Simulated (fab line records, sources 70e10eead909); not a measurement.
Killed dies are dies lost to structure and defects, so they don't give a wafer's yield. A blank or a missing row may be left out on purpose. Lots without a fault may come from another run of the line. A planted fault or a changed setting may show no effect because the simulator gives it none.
One fault seen from 2 desks | flow nand_harc | each desk has only its own numbers; what lay behind them comes last

THE METROLOGY DESK
What the gauges read, lot by lot, whatever tool the lot ran on: means of the sampled wafers that have a number. A lot is out of limits, marked OUT, if its mean lies more than 4 standard deviations from the usual mean; the brackets give that distance.
Columns: A = overlay_x_nm at NHARC_A_CHANNEL_HOLE_D1_OVL_MEAS_11, usual 0.0 nm; B = overlay_y_nm at NHARC_A_CHANNEL_HOLE_D1_OVL_MEAS_11, usual 0.2 nm
lot  | first seen here | A              | B
L294 | day 8 13:52     | -0.3           | -0.9
L296 | day 9 08:47     | -0.7           | 0.1
L297 | day 9 13:55     | -0.7           | 0.4
L298 | day 9 20:49     | 0.5            | 0.7
L299 | day 10 11:31    | 0.5            | -0.5
L307 | day 14 13:53    | 3.8 (+5.6) OUT | -0.8
L308 | day 14 14:02    | -0.0           | -0.7
L311 | day 15 09:37    | -0.0           | 0.6
L312 | day 16 00:14    | -0.6           | 0.7
L313 | day 16 03:54    | 0.7            | 0.9
L314 | day 16 21:36    | 0.8            | 0.8
L317 | day 17 17:40    | -0.9           | 0.2
This desk's finding: out of limits on L307; first on L307, day 14 13:53 (overlay_x_nm at NHARC_A_CHANNEL_HOLE_D1_OVL_MEAS_11). In limits: L294, L296, L297, L298, L299, L308, L311, L312, L313, L314, L317.

THE DEFECT DESK
What the inspections along the route counted, lot by lot: means of the sampled wafers that have a number. A lot is out of limits, marked OUT, if its mean lies more than 4 standard deviations from the usual mean; the brackets give that distance.
Columns: A = raw_defect_count at NHARC_A_CHANNEL_HOLE_D1_INSPECT_12, usual 5.7
lot  | first seen here | A
L294 | day 8 13:54     | 4.7
L296 | day 9 08:50     | 3.0
L297 | day 9 13:58     | 5.0
L298 | day 9 20:51     | 5.7
L299 | day 10 11:34    | 5.3
L307 | day 14 13:55    | 8.0
L308 | day 14 14:04    | 2.0
L311 | day 15 09:39    | 4.3
L312 | day 16 00:17    | 3.3
L313 | day 16 03:56    | 6.7
L314 | day 16 21:38    | 2.7
L317 | day 17 17:43    | 11.7
This desk's finding: nothing out of limits on any of the 12 lots.

PUT TOGETHER
The metrology desk could have raised an alarm at day 14 13:53, on L307.
The defect desk saw nothing out of limits.
The defect desk has L307 on record, within its limits.
Of the lots named, all ran NHARC_A_CHANNEL_HOLE_D1_EXPOSE_07 on arfi_scanner-03.

WHAT THE SIMULATOR HAD PUT IN
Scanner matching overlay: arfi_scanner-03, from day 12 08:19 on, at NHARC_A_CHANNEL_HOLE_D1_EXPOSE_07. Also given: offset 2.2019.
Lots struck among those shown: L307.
Hours from the fault's start to each desk's first reading out of limits: the metrology desk, 54.
